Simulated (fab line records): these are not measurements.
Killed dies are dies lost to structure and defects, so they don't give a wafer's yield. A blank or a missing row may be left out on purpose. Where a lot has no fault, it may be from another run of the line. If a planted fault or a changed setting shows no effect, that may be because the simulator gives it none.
Problem report, 8D (eight disciplines) form, completed by code | flow nand harc | the parts of the form that need people (team, actions taken, sign-off) are left out

## 1. THE PROBLEM
At NHARC_A_CHANNEL_HOLE_D1_OVL_MEAS_11, overlay x nm averages 21.8 nm over 9 wafers from 3 lots, while fault-free wafers read -0.3 nm, standard deviation 0.83. That puts it +27 standard deviations away from the usual mean.
Earliest sighting: wafer L793.1 on overlay-01 at day 13 22:13. The record has a number at this step for 30 wafers belonging to 10 lots. Rule for "out", or "out of limits": more than 4 standard deviations from the usual mean. All remaining wafers that have a number are taken as sound.

## 2. WHAT IT IS AND WHAT IT IS NOT
question                    | is                     | is not
which readings at this step | overlay x nm           | overlay y nm
which lots                  | L793, L794, L795       | L782, L783, L784, L786, L800, L801, L803
which wafers of those lots  | all that have a number | -
read on which gauges        | overlay-01             | overlay-02
when                        | from day 13 22:13      | up to then (12 sound wafers); but 9 sound wafers of L800, L801, L803 came after

## 3. WHAT RULES OUT EACH SUSPECT
Counting: a tool at any process step up to the reading remains a suspect when it ran all the lots that are out and ran no sound lot after the first of those.
- the gauge at NHARC_A_CHANNEL_HOLE_D1_OVL_MEAS_11: kept. All the wafers that are out were read on overlay-01, and no step on other tools shows them out.
- arfi scanner-03 at NHARC_A_CHANNEL_HOLE_D1_EXPOSE_07 (exposes mask HOLE D1, target cd 100 nm): kept. All lots that are out passed through it, beginning with L793 at day 13 21:59, and no sound lot followed; its final sound lot before that point was L786 at day 10 13:33.
Left after counting: arfi scanner-03 at NHARC_A_CHANNEL_HOLE_D1_EXPOSE_07, overlay-01 at NHARC_A_CHANNEL_HOLE_D1_OVL_MEAS_11.

## 4. THE CAUSE (what the simulator had put in)
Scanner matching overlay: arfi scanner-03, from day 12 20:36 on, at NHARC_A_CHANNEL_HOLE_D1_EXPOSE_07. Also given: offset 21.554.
After counting, 2 suspects remain, this tool included.

## 5. THE CHAIN OF EFFECTS, in route order
Each row: a reading whose mean over the struck wafers that have a number lies more than 3 standard deviations from the usual. Only readings whose record carries a usual standard deviation are examined. hours: median over the lots of the time between each lot's start at the first step of this table that gives one and its start at this step. sigmas: the change, counted in usual standard deviations.
hours | step                                | reading      | usual   | on struck wafers | change | sigmas
0     | NHARC_A_CHANNEL_HOLE_D1_OVL_MEAS_11 | overlay x nm | -0.3 nm | 21.8             | +22.1  | +27

## 6. HOW IT WOULD HAVE BEEN CAUGHT EARLIER
The first out-of-limits reading at a measuring or inspecting step in this record came at day 13 22:13, 26 hours after the fault's start at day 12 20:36.
No tool reading at NHARC_A_CHANNEL_HOLE_D1_EXPOSE_07 that has a usual standard deviation in the record was out on any struck wafer, so an alarm limit of 4 standard deviations on those readings would not have fired.
Among the 3 lots that are out, L795, L794 began NHARC_A_CHANNEL_HOLE_D1_EXPOSE_07 on arfi scanner-03 after day 13 22:13. A hold on the tool at that time would have spared those 2.
